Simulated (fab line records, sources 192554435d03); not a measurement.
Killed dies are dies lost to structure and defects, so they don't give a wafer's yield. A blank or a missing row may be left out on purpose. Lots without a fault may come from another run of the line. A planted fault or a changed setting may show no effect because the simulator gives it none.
Split-lot experiment | flow n5_finfet | 7 lots, 21 wafers read, on a route of 1938 steps

THE SPLIT
At N5_BEOL_M1_ILD_DEP_00 (deposits SiOC from DEMS/O2, target thk 79 nm, time 15.3 s), the setting time_s was moved away from the recipe's 15.3 s on 5 of the 21 wafers read, by -9.9% to +8.1%. The other wafers ran this setting at the recipe's value.

The file shows no step between the split and the reading.

THE READING
M1_ILD_THK, in nm, at N5_BEOL_M1_THK_MEAS_01. Fault-free wafers of this fab line usually give 79.1 nm, standard deviation 1.3 nm.

wafer  | tool, chamber at the split | time_s as run, s | against the recipe | M1_ILD_THK, nm | against lot-mates on the recipe
L074.1 | pecvd-03, 0                | 15.3             | recipe             | 78.1           | -
L074.2 | pecvd-03, 2                | 16.05            | +4.9%              | 82.6           | +3.7
L074.5 | pecvd-03, 0                | 15.3             | recipe             | 79.7           | -
L075.1 | pecvd-02, 0                | 15.94            | +4.2%              | 82.9           | +1.5
L075.4 | pecvd-02, 0                | 15.3             | recipe             | 81.4           | -
L075.6 | pecvd-02, 1                | 15.94            | +4.2%              | 83.8           | +2.4
L079.1 | pecvd-03, 1                | 15.3             | recipe             | 77.6           | -
L079.4 | pecvd-03, 0                | 15.3             | recipe             | 78.7           | -
L079.5 | pecvd-03, 1                | 15.3             | recipe             | 78.1           | -
L081.1 | pecvd-01, 1                | 16.54            | +8.1%              | 84.2           | +6.3
L081.3 | pecvd-01, 2,0              | 15.3             | recipe             | 77.9           | -
L081.5 | pecvd-01, 2,0              | 15.3             | recipe             | 77.9           | -
L085.1 | pecvd-01, 0                | 15.3             | recipe             | 76.1           | -
L085.4 | pecvd-01, 2                | 15.3             | recipe             | 79.0           | -
L085.6 | pecvd-01, 0                | 15.3             | recipe             | 76.8           | -
L086.1 | pecvd-01, 1                | 15.3             | recipe             | 77.5           | -
L086.4 | pecvd-01, 2                | 15.3             | recipe             | 78.0           | -
L086.6 | pecvd-01, 1                | 15.3             | recipe             | 78.7           | -
L092.1 | pecvd-03, 2                | 15.3             | recipe             | 79.2           | -
L092.3 | pecvd-03, 1                | 13.78            | -9.9%              | 71.4           | -8.9
L092.5 | pecvd-03, 2                | 15.3             | recipe             | 81.4           | -
Where a row lists several chambers, the file gives one row for several wafers and doesn't say which wafer went through which chamber.

THE FIT
A straight line over all 21 wafers: M1_ILD_THK changes by +0.786 nm for each +1% of time_s; r = +0.89; the points scatter about the line by 1.4 nm.
The same after taking each lot's own level away (the mean of its wafers on the recipe; 21 wafers): +0.788 nm for each +1%; r = +0.95; scatter 0.86 nm.
On that fit, the largest move of time_s shifts the reading by 7.8 nm.
The lots' own levels span 77.30 to 81.40 nm, that is 3.2 times the standard deviation above.
So the lot-to-lot level changes the slope little: the two slopes agree.
Check: with one of the wafers moved furthest among these (-9.9%) left out of the fit, the line predicts -6.94 nm for it against its lot-mates. It came out at -8.9 nm against them.

OTHER SPLITS ON THESE WAFERS
These wafers also went through other splits before the reading. Each is held against what the fit with the lots' levels taken away leaves over:
other split on the same wafers            | wafers away from the commonest value | r with M1_ILD_THK (lot level and that fit taken away)
N5_GATE_CUT_DESCUM_18 time_s              | 8                                    | -0.33
N5_GATE_CUT_ETCH_36 cf4_flow_sccm         | 7                                    | +0.10
N5_MOL_CONTACT_COAG_COAT_64 spin_rpm      | 6                                    | -0.23
N5_BEOL_M0_SAQP_HM_DEP_111 time_s         | 2                                    | -0.01
N5_BEOL_M0_SAQP_DEVELOP_13 develop_time_s | 10                                   | -0.13
N5_BEOL_M0_SAQP_COAT_87 spin_rpm          | 6                                    | -0.15
N5_BEOL_M0_SAQP_ETCH_88 source_w          | 6                                    | +0.04

THE WHOLE CHAIN: every reading that the file lists as answering this split, in the file's order
step                   | what it does                                              | reading                                                                            | change (the file's fit)               | r (the file's)
N5_BEOL_M1_ILD_DEP_00  | deposits SiOC from DEMS/O2, target thk 79 nm, time 15.3 s | SiOC_of_BEOL_M1_ILD_DEP_00.thk_nm (the simulator's own value, which no gauge read) | +0.812 nm for each +1% of the setting | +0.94
N5_BEOL_M1_THK_MEAS_01 |                                                           | M1_ILD_THK                                                                         | +0.808 for each +1% of the setting    | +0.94

THE FILE'S OWN FIT
M1_ILD_THK changes by +0.808 nm for each +1% of time_s, r = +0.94.
